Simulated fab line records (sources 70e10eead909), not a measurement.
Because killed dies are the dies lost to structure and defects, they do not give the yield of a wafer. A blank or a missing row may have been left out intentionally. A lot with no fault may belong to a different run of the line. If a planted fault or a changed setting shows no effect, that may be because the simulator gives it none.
fab line records -- flow nand-harc
record: lots: 13, wafers: 39, last-day: 34
route steps=1302 shown A_CONTACT@1041 END@1302
lots with no fault: from the same line, run without faults
start-h: start of the lot's first displayed wafer, in hours after the record's first day -- wait-h: hours from the lot's prior step to this one -- " repeats the value in the row above -- L1.1+2: several wafers, shown together as one row -- - no value, or no start was given -- * or withheld: withheld -- < > ~ a bound
route shown NAME@n: names a module that has steps shown in the file, with the first one's number in the route -- usual: mean/standard deviation taken from wafers without a fault -- same: alike in all rows -- chamber/n: place in a boat -- sites: each site's reading -- _std_site: their standard deviation -- _edge_site: the outer-site mean with the inner-site mean subtracted -- radius-mm: how far each site lies from the wafer's centre -- mask NAME#n: copy n -- behind: tool/chamber where the wafer was last shaped -- hold: reason for holding the lot/hours on hold/outcome of the hold -- device: transistor that didn't switch, given as n, p or np -- end of line: tests run on the same wafers once the route is complete -- where a step has no rows: the recipe by itself -- killed: count of dies lost to structure and defects at first sort (not the wafer's yield) -- map: a wafer's dies, marking killed ones x, the rest . and places with no die _
set.NAME: setting as actually run; set.NAME@STEP: the setting as run at that earlier step -- model.NAME: the simulator's own value behind a step, which no gauge read
route steps across a sampled set of lots; one table per step, one row per wafer
services: the hour from which a tool's chamber was out of use, counted from the record's first day as start-h (under 0 if before that day), plus the number of hours and why
== steps ==
step: NHARC_A_CONTACT_INSPECT_71
usual: raw-defect-count: 85/38
lot.wafer,tool,chamber,start-h,wait-h,raw-defect-count
L748.2,defect-inspect-02,-,511.89,0.0,107
L748.5,defect-inspect-02,-,511.89,0.0,113
L748.6,defect-inspect-02,-,511.89,0.0,114
L749.1,defect-inspect-01,-,520.38,0.0,87
L749.2,defect-inspect-01,-,520.38,0.0,80
L749.5,defect-inspect-01,-,520.38,0.0,99
L750.1,defect-inspect-02,-,523.50,0.0,49
L750.3,defect-inspect-02,-,523.50,0.0,57
L750.4,defect-inspect-02,-,523.50,0.0,52
L752.1,defect-inspect-01,-,541.15,0.0,108
L752.2,defect-inspect-01,-,541.15,0.0,109
L752.5,defect-inspect-01,-,541.15,0.0,125
L753.2,defect-inspect-02,-,556.65,0.0,49
L753.5,defect-inspect-02,-,556.65,0.0,68
L753.6,defect-inspect-02,-,556.65,0.0,53
L754.1,defect-inspect-01,-,571.13,0.0,65
L754.2,defect-inspect-01,-,571.13,0.0,73
L754.5,defect-inspect-01,-,571.13,0.0,66
L755.1,defect-inspect-01,-,591.11,0.0,32
L755.2,defect-inspect-01,-,591.11,0.0,16
L755.4,defect-inspect-01,-,591.11,0.0,28
L765.1,defect-inspect-01,-,674.43,0.0,27
L765.3,defect-inspect-01,-,674.43,0.0,28
L765.6,defect-inspect-01,-,674.43,0.0,26
L766.3,defect-inspect-02,-,693.65,0.0,38
L766.4,defect-inspect-02,-,693.65,0.0,37
L766.6,defect-inspect-02,-,693.65,0.0,35
L767.1,defect-inspect-02,-,694.13,0.0,144
L767.4,defect-inspect-02,-,694.13,0.0,141
L767.6,defect-inspect-02,-,694.13,0.0,135
L769.1,defect-inspect-01,-,708.76,0.0,64
L769.4,defect-inspect-01,-,708.76,0.0,58
L769.5,defect-inspect-01,-,708.76,0.0,54
L768.1,defect-inspect-01,-,709.88,0.0,89
L768.3,defect-inspect-01,-,709.88,0.0,73
L768.4,defect-inspect-01,-,709.88,0.0,97
L771.2,defect-inspect-01,-,738.65,0.0,130
L771.4,defect-inspect-01,-,738.65,0.0,141
L771.5,defect-inspect-01,-,738.65,0.0,121
step: NHARC_A_CONTACT_ETCH_77
recipe: target-depth-a: 1089, time-s: 54.5, cf4-flow-sccm: 100, chf3-flow-sccm: 30, ar-flow-sccm: 0, rf-w: 500, bias-w: 200, chemistry: CF4/CHF3
usual: drypump-motor-current-A: 5.8/0.45, oes-product-au: 0.938/0.022, rf-fwd-power-W: 495.1/1.9, rf-vpp-V: 369.9/2.6, run-length-s: 75.9/0.4, showerhead-plenum-p-Torr: 1.55/0.072, throttle-valve-pct: 16.803/0.0089
lot.wafer,tool,chamber,start-h,wait-h,drypump-motor-current-A,oes-product-au,rf-fwd-power-W,rf-hours-counter-h,rf-vpp-V,run-length-s,showerhead-plenum-p-Torr,throttle-valve-pct
L748.2,rie-diel-12,3,512.49,-,6.4,0.934,493.8,8,369.0,75.6,1.55,16.809
L748.5,rie-diel-12,2,512.49,-,5.2,0.932,489.3,-,369.0,76.1,1.57,16.815
L748.6,rie-diel-12,3,512.49,-,6.4,0.927,494.4,-,370.3,75.6,1.55,16.802
L749.1,rie-diel-12,0,521.14,-,5.6,0.980,495.0,11,365.4,75.4,1.46,16.807
L749.2,rie-diel-12,1,521.14,-,6.4,0.983,495.8,10,370.2,75.8,1.52,16.813
L749.5,rie-diel-12,3,521.14,-,6.4,0.966,497.4,-,370.3,75.6,1.55,16.794
L750.4,rie-diel-10,1,524.23,-,5.5,0.920,494.4,28,370.9,76.6,1.57,16.796
L750.3,rie-diel-10,3,524.23,-,6.0,0.936,491.7,32,368.8,76.1,1.50,16.815
L750.1,rie-diel-10,0,524.23,-,5.6,0.926,493.2,26,368.9,75.9,1.55,16.810
L752.2,rie-diel-12,2,541.74,-,5.2,0.945,492.4,11,370.4,76.6,1.57,16.805
L752.1,rie-diel-12,1,541.74,-,6.4,0.952,495.7,16,369.7,75.9,1.51,16.812
L752.5,rie-diel-12,2,541.74,-,5.2,0.949,493.0,-,371.8,76.0,1.57,16.818
L753.2,rie-diel-12,0,557.23,-,5.6,0.935,495.4,18,366.5,75.6,1.46,16.817
L753.6,rie-diel-12,0,557.23,-,5.6,0.935,495.7,-,365.0,75.7,1.46,16.795
L753.5,rie-diel-12,1,557.23,-,6.4,0.928,-,-,367.9,64.8,1.51,16.826
L754.2,rie-diel-12,0,571.73,-,5.6,0.920,496.3,20,367.7,75.8,1.46,16.793
L754.1,rie-diel-12,1,571.73,-,6.4,0.924,-,21,368.1,65.2,1.51,16.797
L754.5,rie-diel-12,3,571.73,-,6.4,0.928,-,-,370.6,64.6,1.55,16.801
L755.1,rie-diel-12,1,591.70,-,6.4,0.928,-,24,368.6,64.6,1.51,16.802
L755.4,rie-diel-12,2,591.70,-,5.2,0.931,490.0,19,371.4,76.3,1.57,16.809
L755.2,rie-diel-12,3,591.70,-,6.4,0.921,495.4,24,371.3,75.8,1.55,16.817
L765.1,rie-diel-13,1,675.01,-,5.6,0.922,496.3,54,367.3,76.2,1.46,16.777
L765.3,rie-diel-13,3,675.01,-,5.4,0.923,493.5,52,367.7,75.6,1.49,16.797
L765.6,rie-diel-13,2,675.01,-,6.2,0.939,495.6,-,373.5,75.3,1.69,16.821
L766.4,rie-diel-12,3,694.23,-,6.4,0.987,496.5,10,370.0,75.6,1.54,16.811
L766.3,rie-diel-12,0,694.23,-,5.6,0.969,497.6,11,374.5,76.0,1.70,16.794
L766.6,rie-diel-12,0,694.23,-,5.6,0.960,499.0,-,374.6,76.0,1.70,16.805
L767.4,rie-diel-13,3,694.76,-,5.4,0.927,490.7,58,367.6,76.0,1.49,16.811
L767.1,rie-diel-13,1,694.76,-,5.6,0.902,497.7,61,365.1,75.8,1.46,16.800
L767.6,rie-diel-13,0,694.76,-,5.7,0.930,495.6,-,368.0,76.8,1.53,16.792
L769.4,rie-diel-12,0,709.34,-,5.6,0.918,496.3,14,374.0,75.8,1.70,16.813
L769.1,rie-diel-12,3,709.34,-,6.4,0.915,497.6,14,370.1,75.5,1.54,16.794
L769.5,rie-diel-12,1,709.34,-,6.4,0.909,494.8,-,369.3,76.0,1.51,16.816
L768.4,rie-diel-13,0,710.47,-,5.7,0.977,494.4,0,369.6,76.7,1.53,16.807
L768.1,rie-diel-13,1,710.47,-,5.7,0.958,495.9,0,375.0,75.9,1.70,16.796
L768.3,rie-diel-13,2,710.47,-,6.2,0.954,496.0,0,374.8,75.7,1.69,16.791
L771.2,rie-diel-12,1,739.24,-,6.4,0.921,496.8,17,368.3,76.2,1.51,16.811
L771.4,rie-diel-12,2,739.24,-,5.2,0.928,493.1,18,371.0,76.0,1.56,16.807
L771.5,rie-diel-12,1,739.24,-,6.4,0.918,495.1,-,369.1,75.7,1.51,16.809
step: NHARC_A_CONTACT_ETCH_128
recipe: source-w: withheld, pressure-mtorr: 20, bias-v: 3000, time-s: 197, target-depth-a: 19180, ar-flow-sccm: withheld, c4f8-flow-sccm: withheld, o2-flow-sccm: withheld, chemistry: C4F8/O2/Ar
usual: run-length-s: 197/0
lot.wafer,tool,chamber,start-h,wait-h,rf-hours-counter-h,run-length-s
L748.2,har-cap-etch-03,1,514.23,0.1,43,197
L748.6,har-cap-etch-03,1,514.23,0.1,-,197
L748.5,har-cap-etch-03,0,514.23,0.1,-,197
L749.2,har-cap-etch-03,1,522.87,0.1,45,197
L749.1,har-cap-etch-03,0,522.87,0.1,45,197
L749.5,har-cap-etch-03,0,522.87,0.1,-,197
L750.1,har-cap-etch-01,1,526.00,0.1,2,197
L750.3,har-cap-etch-01,0,526.00,0.1,-,197
L750.4,har-cap-etch-01,1,526.00,0.1,-,197
L752.2,har-cap-etch-03,0,543.48,0.1,48,197
L752.1,har-cap-etch-03,1,543.48,0.1,48,197
L752.5,har-cap-etch-03,1,543.48,0.1,-,197
L753.2,har-cap-etch-03,1,558.98,0.1,50,197
L753.5,har-cap-etch-03,1,558.98,0.1,-,197
L753.6,har-cap-etch-03,0,558.98,0.1,-,197
L754.2,har-cap-etch-03,1,573.47,0.1,51,197
L754.1,har-cap-etch-03,0,573.47,0.1,51,197
L754.5,har-cap-etch-03,1,573.47,0.1,-,197
L755.1,har-cap-etch-01,0,593.44,0.1,13,197
L755.2,har-cap-etch-01,1,593.44,0.1,13,197
L755.4,har-cap-etch-01,0,593.44,0.1,-,197
L765.1,har-cap-etch-01,1,677.20,0.1,29,197
L765.3,har-cap-etch-01,0,677.20,0.1,-,197
L765.6,har-cap-etch-01,0,677.20,0.1,-,197
L766.4,har-cap-etch-02,1,696.03,0.1,-,197
L766.3,har-cap-etch-02,0,696.03,0.1,-,197
L766.6,har-cap-etch-02,1,696.03,0.1,-,197
L767.1,har-cap-etch-01,0,696.51,0.1,33,197
L767.4,har-cap-etch-01,1,696.51,0.1,-,197
L767.6,har-cap-etch-01,1,696.51,0.1,-,197
L769.1,har-cap-etch-02,1,711.11,0.1,125,197
L769.4,har-cap-etch-02,0,711.11,0.1,-,197
L769.5,har-cap-etch-02,1,711.11,0.1,-,197
L768.1,har-cap-etch-01,0,712.25,0.1,37,197
L768.4,har-cap-etch-01,1,712.25,0.1,-,197
L768.3,har-cap-etch-01,0,712.25,0.1,-,197
L771.2,har-cap-etch-01,1,741.22,0.2,41,197
L771.4,har-cap-etch-01,0,741.22,0.2,-,197
L771.5,har-cap-etch-01,1,741.22,0.2,-,197
step: NHARC_A_CONTACT_ETCH_131
recipe: source-w: withheld, pressure-mtorr: 20, bias-v: 3000, time-s: 197, target-depth-a: 19180, ar-flow-sccm: withheld, c4f8-flow-sccm: withheld, o2-flow-sccm: withheld, chemistry: C4F8/O2/Ar
usual: run-length-s: 197/0
lot.wafer,tool,chamber,start-h,wait-h,rf-hours-counter-h,run-length-s
L748.2,har-cap-etch-03,1,514.76,0.1,44,197
L748.6,har-cap-etch-03,1,514.76,0.1,-,197
L748.5,har-cap-etch-03,0,514.76,0.1,-,197
L749.2,har-cap-etch-03,1,523.40,0.1,45,197
L749.1,har-cap-etch-03,0,523.40,0.1,45,197
L749.5,har-cap-etch-03,0,523.40,0.1,-,197
L750.1,har-cap-etch-01,1,526.53,0.1,3,197
L750.3,har-cap-etch-01,0,526.53,0.1,-,197
L750.4,har-cap-etch-01,1,526.53,0.1,-,197
L752.2,har-cap-etch-03,0,544.01,0.1,48,197
L752.1,har-cap-etch-03,1,544.01,0.1,48,197
L752.5,har-cap-etch-03,1,544.01,0.1,-,197
L753.2,har-cap-etch-03,1,559.51,0.1,50,197
L753.5,har-cap-etch-03,1,559.51,0.1,-,197
L753.6,har-cap-etch-03,0,559.51,0.1,-,197
L754.2,har-cap-etch-03,1,574.00,0.1,52,197
L754.1,har-cap-etch-03,0,574.00,0.1,52,197
L754.5,har-cap-etch-03,1,574.00,0.1,-,197
L755.1,har-cap-etch-01,0,593.97,0.1,14,197
L755.2,har-cap-etch-01,1,593.97,0.1,14,197
L755.4,har-cap-etch-01,0,593.97,0.1,-,197
L765.1,har-cap-etch-01,1,677.73,0.1,30,197
L765.3,har-cap-etch-01,0,677.73,0.1,-,197
L765.6,har-cap-etch-01,0,677.73,0.1,-,197
L766.4,har-cap-etch-02,1,696.56,0.1,-,197
L766.3,har-cap-etch-02,0,696.56,0.1,-,197
L766.6,har-cap-etch-02,1,696.56,0.1,-,197
L767.1,har-cap-etch-01,0,697.04,0.1,34,197
L767.4,har-cap-etch-01,1,697.04,0.1,-,197
L767.6,har-cap-etch-01,1,697.04,0.1,-,197
L769.1,har-cap-etch-02,1,711.65,0.1,126,197
L769.4,har-cap-etch-02,0,711.65,0.1,-,197
L769.5,har-cap-etch-02,1,711.65,0.1,-,197
L768.1,har-cap-etch-01,0,712.78,0.1,37,197
L768.4,har-cap-etch-01,1,712.78,0.1,-,197
L768.3,har-cap-etch-01,0,712.78,0.1,-,197
L771.2,har-cap-etch-01,1,741.92,0.2,41,197
L771.4,har-cap-etch-01,0,741.92,0.2,-,197
L771.5,har-cap-etch-01,1,741.92,0.2,-,197
step: NHARC_END_SORT_01
recipe: temp-c: 25
usual: killed-at-array: 53/18, killed-at-other: 0.8/1.1, killed-at-periphery: 4.1/2.7, killed-dies: 58/18, killed-open: 3.1/1.7, killed-short: 2.7/1.7
same: gross-dies: 677
lot.wafer,tool,chamber,start-h,wait-h,killed-at-array,killed-at-other,killed-at-periphery,killed-dies,killed-open,killed-short
L753.2,prober-02,0,618.22,2.8,40,0,3,43,3,1
L753.5,prober-02,0,620.63,3.7,277,0,2,279,3,0
L753.6,prober-02,0,621.43,4.0,41,0,3,44,4,4
L754.1,prober-01,0,630.38,2.5,356,1,5,362,2,2
L754.2,prober-01,0,631.17,2.8,34,0,1,35,2,0
L754.5,prober-01,0,633.55,3.7,294,0,6,300,3,1
L755.1,prober-02,0,651.61,2.5,281,0,3,284,1,4
L755.2,prober-02,0,652.41,2.8,17,1,9,27,4,2
L755.4,prober-02,0,654.02,3.4,21,1,5,27,2,1
killed by level:class
L753.2 A_SLIT:chamber-film-flake=18 A_CHANNEL_HOLE_D2:chamber-film-flake=10 A_CONTACT:chamber-film-flake=5 A_CHANNEL_HOLE_D1:chamber-film-flake=2 A_SGD_CUT:chamber-film-flake=2 P_STI:geometric-particle:open=1 P_CONTACT:geometric-particle:open=1 A_BLC:geometric-particle:open=1
L753.5 A_CONTACT:area-etch=231 A_SLIT:chamber-film-flake=22 A_CHANNEL_HOLE_D2:chamber-film-flake=14 A_CHANNEL_HOLE_D1:chamber-film-flake=2 A_SGD_CUT:chamber-film-flake=2 A_WL_FILL:chamber-film-flake=2 P_CONTACT:geometric-particle:open=1 P_M0:geometric-particle:open=1
L753.6 A_SLIT:chamber-film-flake=23 A_CHANNEL_HOLE_D2:chamber-film-flake=4 A_STAIRCASE:chamber-film-flake=3 A_CONTACT:chamber-film-flake=3 A_ONON_D1:geometric-particle:short=2 P_CONTACT:geometric-particle:open=1 P_M0:geometric-particle:short=1 P_M0:geometric-particle:open=1
L754.1 A_CONTACT:area-etch=305 A_SLIT:chamber-film-flake=27 A_CHANNEL_HOLE_D2:chamber-film-flake=10 A_CHANNEL_FILL_D1:chamber-film-flake=3 A_CONTACT:chamber-film-flake=3 P_GATE:chamber-film-flake=2 A_CHANNEL_HOLE_D1:chamber-film-flake=2 A_STAIRCASE:chamber-film-flake=2
L754.2 A_SLIT:chamber-film-flake=20 A_CHANNEL_HOLE_D2:chamber-film-flake=6 A_CHANNEL_FILL_D1:chamber-film-flake=2 A_CONTACT:chamber-film-flake=2 A_ONON_D1:geometric-particle:open=1 A_BLC:geometric-particle:open=1 P_GATE:chamber-film-flake=1 A_CHANNEL_HOLE_D1:chamber-film-flake=1
L754.5 A_CONTACT:area-etch=242 A_SLIT:chamber-film-flake=26 A_CHANNEL_HOLE_D2:chamber-film-flake=7 A_CHANNEL_FILL_D1:chamber-film-flake=4 A_STAIRCASE:chamber-film-flake=4 A_CHANNEL_HOLE_D1:chamber-film-flake=3 A_CONTACT:chamber-film-flake=3 P_ZERO_WELL:chamber-film-flake=2
L755.1 A_CONTACT:area-etch=249 A_CHANNEL_HOLE_D2:chamber-film-flake=13 A_CHANNEL_HOLE_D1:chamber-film-flake=5 P_ZERO_WELL:chamber-film-flake=3 A_SLIT:chamber-film-flake=3 A_WL_FILL:chamber-film-flake=2 A_DECK1_JOINT:geometric-particle:open=1 A_DECK1_JOINT:geometric-particle:short=1
L755.2 P_ZERO_WELL:chamber-film-flake=6 A_CHANNEL_HOLE_D2:chamber-film-flake=6 P_GATE:chamber-film-flake=3 A_CHANNEL_FILL_D1:geometric-particle:short=2 A_CHANNEL_HOLE_D1:chamber-film-flake=2 A_WL_FILL:chamber-film-flake=2 A_ONON_D1:geometric-particle:open=1 A_CHANNEL_HOLE_D2:geometric-particle:open=1
L755.4 A_CHANNEL_HOLE_D2:chamber-film-flake=9 A_CHANNEL_HOLE_D1:chamber-film-flake=6 P_GATE:chamber-film-flake=3 P_M0:geometric-particle:open=1 A_ONON_D2:geometric-particle:open=1 A_WL_FILL:geometric-particle:short=1 P_ZERO_WELL:chamber-film-flake=1 A_DECK1_JOINT:chamber-film-flake=1
== services ==
tool,chamber,start-h,hours,kind
rie-diel-13,1,490.52,16.3,repair
har-cap-etch-01,-,497.30,17.0,pm
har-cap-etch-01,0,497.30,17.0,vent-cycle
har-cap-etch-01,1,497.30,17.0,vent-cycle
rie-diel-12,0,504.21,-,clean
rie-diel-12,1,504.21,-,clean
rie-diel-12,2,504.21,-,clean
har-cap-etch-01,0,514.30,-,clean
har-cap-etch-01,1,514.30,-,clean
rie-diel-13,-,519.02,9.0,pm
rie-diel-13,1,533.64,5.1,repair
rie-diel-10,-,552.61,1.2,repair
har-cap-etch-01,-,574.63,0.6,repair
rie-diel-10,-,597.98,9.0,pm
rie-diel-12,-,623.21,9.0,pm
rie-diel-10,1,655.03,5.8,repair
rie-diel-13,1,657.94,4.5,repair
rie-diel-10,2,658.19,6.1,repair
rie-diel-13,-,696.02,9.0,pm
rie-diel-10,2,711.88,7.7,repair
rie-diel-12,1,722.84,4.8,repair
rie-diel-10,1,725.70,2.9,repair
har-cap-etch-02,-,736.90,0.4,repair
rie-diel-12,0,741.53,2.4,repair
== key ==
first-sign: step: NHARC_A_CONTACT_ETCH_77, reading: run-length-s, direction: down, sigmas: 28, usual: *, struck: *
effect: step: NHARC_END_SORT_01, reading: killed-dies, direction: up, sigmas: 14, usual: 58, struck: 306
more-kills-born-at: NHARC_A_CONTACT_ETCH_77@rie-diel-12: 1027
met-at NHARC_A_CONTACT_ETCH_77
struck-lots L753,L754,L755
struck-wafers L753.5,L754.1,L754.5,L755.1
tester-left-out L753,L754,L755
not-acting-at NHARC_A_CONTACT_INSPECT_71,NHARC_A_CONTACT_ETCH_128,NHARC_A_CONTACT_ETCH_131
onset-between 541.74 557.23
fault: kind: process-parameter-drift, tool: rie-diel-12, chamber: -, onset-h: 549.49, steps: NHARC_A_CONTACT_ETCH_77, channel: time-s, offset: *, shape: step, end-h: 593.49, scope: struck-wafers-only, acts-in: *, stated: *
tester-left-out: of these lots the tester's yield and bins aren't shown, on N5 and GAA mostly nor the transistor test; their killed dies are dies lost to structure and defects alone, not to doping, threshold or leakage, so they don't give the yield
